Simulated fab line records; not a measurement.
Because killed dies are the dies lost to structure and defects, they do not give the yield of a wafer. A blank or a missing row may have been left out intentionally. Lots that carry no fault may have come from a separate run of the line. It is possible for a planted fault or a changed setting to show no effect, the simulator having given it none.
Split-lot study	flow n5-finfet	on a route of 1938 steps: 7 lots, 21 wafers read

## THE SPLIT ITSELF
At N5_WELL_APT_COAT_02 (resist thk 950 nm), the setting spin-rpm was moved away from the recipe's 1357 rpm on 6 of the 21 wafers read, by -9.3% to +9.7%. This setting was run at the recipe's value on the other wafers.

The split's own step is where the reading is taken.

## THE READING
coat_of_WELL_APT_COAT_02.thk-nm (the simulator's own value, which no gauge read), in nm, at N5_WELL_APT_COAT_02 (resist thk 950 nm). The file does not state a usual value for it. Across the 15 wafers here that went through the recipe, the average is 950.7 nm and the standard deviation 3.6 nm.

wafer	tool, chamber at the split	spin-rpm as run, rpm	against the recipe	coat_of_WELL_APT_COAT_02.thk-nm, nm	against lot-mates on the recipe
L079.3	litho-track-03, 0	1357	recipe	950.2	-
L079.5	litho-track-03, 0	1432	+5.5%	931.1	-21.8
L079.6	litho-track-03, 0	1357	recipe	955.5	-
L081.2	litho-track-03, 0	1357	recipe	955	-
L081.6	litho-track-03, 0	1357	recipe	955	-
L081.4	litho-track-03, 0	1357	recipe	956.6	-
L087.2	litho-track-04, 0	1231	-9.3%	998.1	+47.3
L087.3	litho-track-04, 0	1231	-9.3%	998.4	+47.6
L087.6	litho-track-04, 0	1357	recipe	950.8	-
L090.1	litho-track-03, 0	1488	+9.7%	905.9	-42.0
L090.2	litho-track-03, 0	1357	recipe	950.6	-
L090.6	litho-track-03, 0	1357	recipe	945.1	-
L091.1	litho-track-04, 0	1357	recipe	950.3	-
L091.4	litho-track-04, 0	1357	recipe	949.4	-
L091.5	litho-track-04, 0	1357	recipe	951	-
L096.3	litho-track-04, 0	1241	-8.5%	989	+46.2
L096.5	litho-track-04, 0	1357	recipe	942.8	-
L096.6	litho-track-04, 0	1241	-8.5%	987.6	+44.8
L097.3	litho-track-02, 0	1357	recipe	950.2	-
L097.4	litho-track-02, 0	1357	recipe	949.3	-
L097.5	litho-track-02, 0	1357	recipe	948.9	-

THE FIT
A straight line over all 21 wafers: coat_of_WELL_APT_COAT_02.thk-nm changes by -4.65 nm for each +1% of spin-rpm; r = -0.99; the points scatter about the line by 3.8 nm.
The same after taking each lot's own level away (the mean of its wafers on the recipe; 21 wafers): -4.89 nm for each +1%; r = -0.99; scatter 2.3 nm.
According to that fit, moving spin-rpm by its largest amount changes the reading by 47 nm.
Measured against the standard deviation above, the lots' own levels, which go from 942.80 to 955.53 nm, span 3.5 times it.
The two slopes agree, so the slope changes little with the lot-to-lot level.
Check: for one of the wafers moved furthest among these (+9.7%), held out of the fit, the line's prediction against its lot-mates is -48.1 nm. It came out at -42 nm against them.

## THESE WAFERS: OTHER SPLITS
Before the reading, these wafers also passed through other splits. Each is held against what the fit with the lots' levels taken away leaves over:
other split on the same wafers	wafers away from the commonest value	r with coat_of_WELL_APT_COAT_02.thk-nm (lot level and that fit taken away)
N5_ZERO_LAYER_EXPOSE_08 dose-mj	9	+0.02

## THE FILE'S OWN FIT
coat_of_WELL_APT_COAT_02.thk-nm changes by -4.79 nm for each +1% of spin-rpm, r = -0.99.
